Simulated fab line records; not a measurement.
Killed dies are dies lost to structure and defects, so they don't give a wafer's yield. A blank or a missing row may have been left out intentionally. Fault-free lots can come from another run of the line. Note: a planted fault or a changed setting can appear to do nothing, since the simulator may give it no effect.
The same fault as seen by 2 desks -- flow nand harc -- every desk sees just its own numbers, and what lay behind them comes last

## THE METROLOGY DESK
What the gauges read for every lot (on any tool): the sampled wafers with a number, averaged. The brackets show how far a lot's mean lies from the usual mean; more than 4 standard deviations puts the lot out of limits, marked OUT.
Columns: A = thk nm at NHARC_THIN_TSV_THK_MEAS_02, usual 2989 nm
lot,first seen here,A
L761,day 24 08:00,2692
L764,day 25 10:16,3020
L768,day 26 08:14,3056
L773,day 28 15:17,3269
L774,day 29 15:55,2863
L776,day 29 20:48,3185
L775,day 30 04:24,2668
L777,day 31 11:59,2679
L778,day 32 01:29,3022
L779,day 32 02:41,3095
L780,day 32 10:51,3028
L781,day 32 12:02,2889
L782,day 32 13:15,2935
This desk found nothing out of limits on any of the 13 lots.

## DESK OF THE TOOL OWNER: pecvd-02
The tool's own readings at NHARC_A_STAIRCASE_DEP_151 (deposits SiO2, target thk 7200 nm): means of the sampled wafers that have a number, for each lot that ran on this tool. The brackets show how far a lot's mean lies from the usual mean; more than 4 standard deviations puts the lot out of limits, marked OUT.
Columns: A = heater power outer w at NHARC_A_STAIRCASE_DEP_151, usual 369 W; B = heater power w at NHARC_A_STAIRCASE_DEP_151, usual 627 W; C = rf fwd power W at NHARC_A_STAIRCASE_DEP_151, usual 499.6 W
lot,first seen here,A,B,C
L764,day 19 08:20,358,652,499.4
L768,day 20 05:30,395,697,498.7
L773,day 22 14:26,430,723,500.1
L774,day 23 10:43,375,672,499.3
L775,day 23 21:49,364,656,500.7
L782,day 26 23:08,372,649,499.3
This desk found nothing out of limits on any of the 6 lots.

## BROUGHT TOGETHER
The metrology desk saw nothing out of limits.
The tool owner's desk saw nothing out of limits.

## WHAT THE SIMULATOR HAD INSERTED
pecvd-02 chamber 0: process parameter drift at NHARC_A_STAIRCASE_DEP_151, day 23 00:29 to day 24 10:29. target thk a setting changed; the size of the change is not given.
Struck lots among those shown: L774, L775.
